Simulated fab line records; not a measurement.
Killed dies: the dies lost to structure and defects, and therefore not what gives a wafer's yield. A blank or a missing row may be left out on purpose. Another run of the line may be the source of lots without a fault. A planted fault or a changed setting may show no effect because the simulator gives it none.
Chamber matching / flow nand-harc / cmp-02 running NHARC_THIN_TSV_CMP_21: 4 sister chambers
The step polishes, t overpolish 30 s, target thk 2000 nm. 8 wafers are shown with their chamber, then 7 later ones without.

EACH WAFER AND ITS CHAMBER
wafer=L191.5; chamber=2; motor-current-A (A)=12.9; slurry-filter-dp-kPa (kPa)=13.31
wafer=L197.4; chamber=0; motor-current-A (A)=9.2; slurry-filter-dp-kPa (kPa)=13.44
wafer=L197.5; chamber=1; motor-current-A (A)=12.5; slurry-filter-dp-kPa (kPa)=13.51
wafer=L202.3; chamber=2; motor-current-A (A)=12.2; slurry-filter-dp-kPa (kPa)=13.28
wafer=L202.5; chamber=3; motor-current-A (A)=12.4; slurry-filter-dp-kPa (kPa)=13.75
wafer=L202.6; chamber=0; motor-current-A (A)=9.0; slurry-filter-dp-kPa (kPa)=13.51
wafer=L201.3; chamber=3; motor-current-A (A)=12.5; slurry-filter-dp-kPa (kPa)=13.45
wafer=L201.4; chamber=1; motor-current-A (A)=12.9; slurry-filter-dp-kPa (kPa)=13.77

WAFERS WITH NO CHAMBER GIVEN
wafer=L201.6; motor-current-A (A)=12.3; slurry-filter-dp-kPa (kPa)=13.39
wafer=L204.2; motor-current-A (A)=12.3; slurry-filter-dp-kPa (kPa)=13.40
wafer=L204.5; motor-current-A (A)=12.1; slurry-filter-dp-kPa (kPa)=13.56
wafer=L204.6; motor-current-A (A)=13.0; slurry-filter-dp-kPa (kPa)=13.66
wafer=L213.2; motor-current-A (A)=11.7; slurry-filter-dp-kPa (kPa)=13.56
wafer=L213.3; motor-current-A (A)=12.8; slurry-filter-dp-kPa (kPa)=13.47
wafer=L213.5; motor-current-A (A)=12.7; slurry-filter-dp-kPa (kPa)=13.55

CHAMBER TAKEN BY EACH
wafer=L201.6; from the rows above=can't be placed: 2 or 3 or 1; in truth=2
wafer=L204.2; from the rows above=can't be placed: 2 or 3 or 1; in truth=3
wafer=L204.5; from the rows above=can't be placed: 3 or 1 or 2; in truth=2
wafer=L204.6; from the rows above=can't be placed: 1 or 3 or 2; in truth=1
wafer=L213.2; from the rows above=can't be placed: 3 or 2 or 1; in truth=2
wafer=L213.3; from the rows above=can't be placed: 1 or 2 or 3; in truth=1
wafer=L213.5; from the rows above=can't be placed: 1 or 3 or 2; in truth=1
Placed correctly: 0 of 7. These rows do not allow placing 7 (true chamber among the candidates in 7). Placed wrongly: 0.
How it was worked out, from the rows above alone: a wafer's distance from a chamber is the root of the sum, over the readings, of the square of ((its reading less the chamber's mean) divided by the reading's scatter). The wafer belongs to the nearest chamber; if the next one is less than 2 further off, it can't be placed. Each chamber's mean is taken over the wafers shown for it. The scatter: the root of (the sum of the squares of (reading less its chamber's mean) over the shown wafers, divided by (wafers less chambers)).
